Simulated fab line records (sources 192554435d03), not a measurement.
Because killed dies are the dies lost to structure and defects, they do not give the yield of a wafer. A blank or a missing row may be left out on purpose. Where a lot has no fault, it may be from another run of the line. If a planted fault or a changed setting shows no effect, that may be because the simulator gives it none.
Split-lot experiment :: flow n5-finfet :: 39 wafers read across 7 lots, on a route 1938 steps long

## ON THE SPLIT
At N5_BEOL_M0_ALD_136 (deposits TaN, pulse time 2 s, purge time 3 s, co reactant purge time 2 s), the setting ald-cycles was moved away from the recipe's 30 on 15 of the 39 wafers read, by -53.3% to -16.7%. This setting was run at the recipe's value on the other wafers.

## FROM THE SPLIT TO THE READING: what the file shows between them, 4 steps
- N5_BEOL_M0_SURFACE_TREAT_137
- N5_BEOL_M0_CVD_115: deposits Co from CCTBA/H2, time 120 s
- N5_BEOL_M0_ECD_118: material Cu, target thk 300 nm
- N5_BEOL_M0_ANNEAL_119: time 90 s

## THE READING
barrier-field-endpoint-s, in s, at N5_BEOL_M0_CMP_120 (polishes, stops on SiOC, t overpolish 6.9 s). On this fab line, fault-free wafers typically give 3.64 s with a standard deviation of 0.11 s.

wafer: L075.3
tool, chamber at the split: ald-metal-03, 2,3
ald-cycles as run: 30
against the recipe: recipe
barrier-field-endpoint-s, s: 3.59
against lot-mates on the recipe: -

wafer: L075.4
tool, chamber at the split: ald-metal-03, 1
ald-cycles as run: 30
against the recipe: recipe
barrier-field-endpoint-s, s: 3.45
against lot-mates on the recipe: -

wafer: L075.1
tool, chamber at the split: ald-metal-03, 2,3
ald-cycles as run: 30
against the recipe: recipe
barrier-field-endpoint-s, s: 3.47
against lot-mates on the recipe: -

wafer: L081.2
tool, chamber at the split: ald-metal-03, 2,0,3,0
ald-cycles as run: 30
against the recipe: recipe
barrier-field-endpoint-s, s: 3.60
against lot-mates on the recipe: -

wafer: L081.3
tool, chamber at the split: ald-metal-03, 2,0,3,0
ald-cycles as run: 30
against the recipe: recipe
barrier-field-endpoint-s, s: 3.81
against lot-mates on the recipe: -

wafer: L081.1
tool, chamber at the split: ald-metal-03, 2,0,3,0
ald-cycles as run: 30
against the recipe: recipe
barrier-field-endpoint-s, s: 3.64
against lot-mates on the recipe: -

wafer: L081.4
tool, chamber at the split: ald-metal-03, 1
ald-cycles as run: 30
against the recipe: recipe
barrier-field-endpoint-s, s: 3.75
against lot-mates on the recipe: -

wafer: L081.5
tool, chamber at the split: ald-metal-03, 1
ald-cycles as run: 30
against the recipe: recipe
barrier-field-endpoint-s, s: 3.82
against lot-mates on the recipe: -

wafer: L081.6
tool, chamber at the split: ald-metal-03, 2,0,3,0
ald-cycles as run: 30
against the recipe: recipe
barrier-field-endpoint-s, s: 3.65
against lot-mates on the recipe: -

wafer: L082.1
tool, chamber at the split: ald-metal-03, 2,1,1
ald-cycles as run: 23
against the recipe: -23.3%
barrier-field-endpoint-s, s: 3.32
against lot-mates on the recipe: -0.24

wafer: L082.3
tool, chamber at the split: ald-metal-03, 0,3,0
ald-cycles as run: 30
against the recipe: recipe
barrier-field-endpoint-s, s: 3.46
against lot-mates on the recipe: -

wafer: L082.4
tool, chamber at the split: ald-metal-03, 2,1,1
ald-cycles as run: 23
against the recipe: -23.3%
barrier-field-endpoint-s, s: 3.25
against lot-mates on the recipe: -0.31

wafer: L082.2
tool, chamber at the split: ald-metal-03, 0,3,0
ald-cycles as run: 30
against the recipe: recipe
barrier-field-endpoint-s, s: 3.53
against lot-mates on the recipe: -

wafer: L082.5
tool, chamber at the split: ald-metal-03, 2,1,1
ald-cycles as run: 23
against the recipe: -23.3%
barrier-field-endpoint-s, s: 3.12
against lot-mates on the recipe: -0.44

wafer: L082.6
tool, chamber at the split: ald-metal-03, 0,3,0
ald-cycles as run: 30
against the recipe: recipe
barrier-field-endpoint-s, s: 3.69
against lot-mates on the recipe: -

wafer: L086.1
tool, chamber at the split: ald-metal-02, 0,1
ald-cycles as run: 14
against the recipe: -53.3%
barrier-field-endpoint-s, s: 2.68
against lot-mates on the recipe: -1.03

wafer: L086.2
tool, chamber at the split: ald-metal-02, 1
ald-cycles as run: 30
against the recipe: recipe
barrier-field-endpoint-s, s: 3.71
against lot-mates on the recipe: -

wafer: L086.3
tool, chamber at the split: ald-metal-02, 2
ald-cycles as run: 30
against the recipe: recipe
barrier-field-endpoint-s, s: 3.69
against lot-mates on the recipe: -

wafer: L086.4
tool, chamber at the split: ald-metal-02, 0,1
ald-cycles as run: 14
against the recipe: -53.3%
barrier-field-endpoint-s, s: 2.73
against lot-mates on the recipe: -0.98

wafer: L086.5
tool, chamber at the split: ald-metal-02, 0
ald-cycles as run: 14
against the recipe: -53.3%
barrier-field-endpoint-s, s: 2.43
against lot-mates on the recipe: -1.28

wafer: L086.6
tool, chamber at the split: ald-metal-02, 2
ald-cycles as run: 30
against the recipe: recipe
barrier-field-endpoint-s, s: 3.72
against lot-mates on the recipe: -

wafer: L089.2
tool, chamber at the split: ald-metal-03, 0
ald-cycles as run: 30
against the recipe: recipe
barrier-field-endpoint-s, s: 3.52
against lot-mates on the recipe: -

wafer: L089.3
tool, chamber at the split: ald-metal-03, 1,2,0
ald-cycles as run: 25
against the recipe: -16.7%
barrier-field-endpoint-s, s: 3.47
against lot-mates on the recipe: -0.20

wafer: L089.4
tool, chamber at the split: ald-metal-03, 3,1
ald-cycles as run: 30
against the recipe: recipe
barrier-field-endpoint-s, s: 3.75
against lot-mates on the recipe: -

wafer: L089.1
tool, chamber at the split: ald-metal-03, 1,2,0
ald-cycles as run: 25
against the recipe: -16.7%
barrier-field-endpoint-s, s: 3.52
against lot-mates on the recipe: -0.15

wafer: L089.5
tool, chamber at the split: ald-metal-03, 1,2,0
ald-cycles as run: 25
against the recipe: -16.7%
barrier-field-endpoint-s, s: 3.33
against lot-mates on the recipe: -0.34

wafer: L089.6
tool, chamber at the split: ald-metal-03, 3,1
ald-cycles as run: 30
against the recipe: recipe
barrier-field-endpoint-s, s: 3.75
against lot-mates on the recipe: -

wafer: L091.1
tool, chamber at the split: ald-metal-03, 3,0,1
ald-cycles as run: 21
against the recipe: -30.0%
barrier-field-endpoint-s, s: 3.18
against lot-mates on the recipe: -0.56

wafer: L091.4
tool, chamber at the split: ald-metal-03, 2,1,2
ald-cycles as run: 30
against the recipe: recipe
barrier-field-endpoint-s, s: 3.86
against lot-mates on the recipe: -

wafer: L091.3
tool, chamber at the split: ald-metal-03, 2,1,2
ald-cycles as run: 30
against the recipe: recipe
barrier-field-endpoint-s, s: 3.69
against lot-mates on the recipe: -

wafer: L091.2
tool, chamber at the split: ald-metal-03, 3,0,1
ald-cycles as run: 21
against the recipe: -30.0%
barrier-field-endpoint-s, s: 3.09
against lot-mates on the recipe: -0.65

wafer: L091.5
tool, chamber at the split: ald-metal-03, 2,1,2
ald-cycles as run: 30
against the recipe: recipe
barrier-field-endpoint-s, s: 3.66
against lot-mates on the recipe: -

wafer: L091.6
tool, chamber at the split: ald-metal-03, 3,0,1
ald-cycles as run: 21
against the recipe: -30.0%
barrier-field-endpoint-s, s: 3.16
against lot-mates on the recipe: -0.58

wafer: L094.2
tool, chamber at the split: ald-metal-03, 3,0
ald-cycles as run: 22
against the recipe: -26.7%
barrier-field-endpoint-s, s: 3.00
against lot-mates on the recipe: -0.73

wafer: L094.1
tool, chamber at the split: ald-metal-03, 0,2
ald-cycles as run: 30
against the recipe: recipe
barrier-field-endpoint-s, s: 3.73
against lot-mates on the recipe: -

wafer: L094.3
tool, chamber at the split: ald-metal-03, 1
ald-cycles as run: 22
against the recipe: -26.7%
barrier-field-endpoint-s, s: 3.07
against lot-mates on the recipe: -0.66

wafer: L094.4
tool, chamber at the split: ald-metal-03, 0,2
ald-cycles as run: 30
against the recipe: recipe
barrier-field-endpoint-s, s: 3.81
against lot-mates on the recipe: -

wafer: L094.5
tool, chamber at the split: ald-metal-03, 3,0
ald-cycles as run: 22
against the recipe: -26.7%
barrier-field-endpoint-s, s: 3.06
against lot-mates on the recipe: -0.67

wafer: L094.6
tool, chamber at the split: ald-metal-03, 1
ald-cycles as run: 30
against the recipe: recipe
barrier-field-endpoint-s, s: 3.64
against lot-mates on the recipe: -
Where a row lists several chambers, the file gives one row for several wafers and doesn't say which wafer went through which chamber.

FIT RESULTS
A straight line over all 39 wafers: barrier-field-endpoint-s changes by +0.0196 s for each +1% of ald-cycles; r = +0.95; the points scatter about the line by 0.11 s.
The same after taking each lot's own level away (the mean of its wafers on the recipe; 39 wafers): +0.0203 s for each +1%; r = +0.96; scatter 0.11 s.
On that fit, the largest move of ald-cycles shifts the reading by 1.1 s.
The span of the lots' own levels, 3.503 to 3.737 s, comes to 2.1 times the standard deviation stated above.
The two slopes are in agreement: the lot-to-lot level therefore moves the slope only a little.
Check: with one of the wafers moved furthest among these (-53.3%) left out of the fit, the line predicts -1.09 s for it against its lot-mates. It came out at -1.03 s against them.

## ADDITIONAL SPLITS CARRIED BY THESE WAFERS
These wafers also went through other splits before the reading. Each is held against what the fit with the lots' levels taken away leaves over:
other split on the same wafers: N5_PMOS_HMC_CHANNEL_EPI_DEVELOP_08 develop-time-s
wafers away from the commonest value: 18
r with barrier-field-endpoint-s (lot level and that fit taken away): +0.04

other split on the same wafers: N5_SD_EPI_N_DEVELOP_08 develop-time-s
wafers away from the commonest value: 15
r with barrier-field-endpoint-s (lot level and that fit taken away): -0.05

other split on the same wafers: N5_SDB_CUT_ETCH_26 target-depth-a
wafers away from the commonest value: 15
r with barrier-field-endpoint-s (lot level and that fit taken away): +0.09

other split on the same wafers: N5_HKMG_FIN_ALD_21 ald-cycles
wafers away from the commonest value: 12
r with barrier-field-endpoint-s (lot level and that fit taken away): -0.06

## THE WHOLE CHAIN: every reading that the file lists as answering this split, in the file's order
step: N5_BEOL_M0_ALD_136
what it does: deposits TaN, pulse time 2 s, purge time 3 s, co reactant purge time 2 s
reading: TaN_of_BEOL_M0_ALD_136.thk-nm (the simulator's own value, which no gauge read)
change (the file's fit): withheld for each +1% of the setting
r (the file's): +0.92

step: N5_BEOL_M0_CMP_120
what it does: polishes, stops on SiOC, t overpolish 6.9 s
reading: barrier-field-endpoint-s
change (the file's fit): +0.0201 s for each +1% of the setting
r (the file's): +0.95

## THE FILE'S OWN FIT
barrier-field-endpoint-s changes by +0.0201 s for each +1% of ald-cycles, r = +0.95.
